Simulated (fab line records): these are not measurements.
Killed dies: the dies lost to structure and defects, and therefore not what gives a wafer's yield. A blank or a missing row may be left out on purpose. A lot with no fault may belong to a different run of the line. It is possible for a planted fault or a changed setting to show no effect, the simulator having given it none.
Code-filled problem report in 8D (eight disciplines) form | flow nandHarc | the parts of the form that need people (team, actions taken, sign-off) are left out

## 1. THE ISSUE
thkNm at NHARC_A_ONON_D1_THK_MEAS_24 reads a mean of 690 nm on 6 wafers of 2 lots; wafers without a fault read 1000 nm with a standard deviation of 8.4. That puts it -37 standard deviations away from the usual mean.
The step: measures by ellipsometry.
First observed at day 13 00:38: wafer L717.2, on filmMetro-01. At this step, 42 wafers from 14 lots have a number in the record. The rule behind "out" and "out of limits": a value lying over 4 standard deviations away from the usual mean. Any other wafer with a number is counted as sound.

## 2. WHAT THIS IS AND IS NOT
question                    | is                         | is not
which readings at this step | thkNm                      | -
which lots                  | L717, L720                 | L705, L706, L707, L708, L710, L714, L716, L722, L725, L726, L727, L728
which wafers of those lots  | all that have a number     | -
read on which gauges        | filmMetro-01, filmMetro-02 | -
when                        | from day 13 00:38          | up to then (21 sound wafers); but 15 sound wafers of L722, L725, L726, L727, L728 came after

## 3. THE SUSPECTS, EACH WITH WHAT RULES IT OUT
Counting: a tool stays on the suspect list if, at a process step up to the reading, it processed all lots that are out and no sound lot following the first of them.
- the gauge at NHARC_A_ONON_D1_THK_MEAS_24 has been ruled out. The wafers that are out were read on 2 gauges (filmMetro-01, filmMetro-02).
- pecvdOnon-03 at NHARC_A_ONON_D1_DEP_22 (target thk 1000 nm): kept. It ran every lot that is out, first L717 (day 13 00:11), and no sound lot after that; its last sound lot up to then is L716 (day 12 14:57).
After counting, what remains is pecvdOnon-03 at NHARC_A_ONON_D1_DEP_22.

## 4. THE CAUSE (what the simulator had put in)
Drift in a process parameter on pecvdOnon-03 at NHARC_A_ONON_D1_DEP_22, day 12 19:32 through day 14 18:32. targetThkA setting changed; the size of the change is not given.
After counting, this tool was the only one left.

## 5. SEQUENCE OF EFFECTS, ordered by route
Rows list readings where the struck wafers' mean (over those with a number) sits beyond 3 standard deviations from the usual. Scope: only readings with a usual standard deviation given in the record; hours: median across lots of the time from each lot's start at the first step in this table that gives one to its start at this step; sigmas: change in usual standard deviations.
hours | step                        | reading       | usual   | on struck wafers | change | sigmas
0     | NHARC_A_ONON_D1_THK_MEAS_24 | thkNm         | 1000 nm | 690              | -310   | -37
389   | NHARC_END_SORT_01           | killedAtArray | 46      | 671              | +625   | +39
389   | NHARC_END_SORT_01           | killedDies    | 51      | 677              | +626   | +37

## 6. WHAT WOULD HAVE CAUGHT IT SOONER
5 hours passed between the start of the fault at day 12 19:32 and the first reading out of limits at a measuring or inspecting step in this record, taken at day 13 00:38.
Lots out: 2; of these, L720 started NHARC_A_ONON_D1_DEP_22 on pecvdOnon-03 after day 13 00:38. Putting the tool on hold at that point would have spared it.
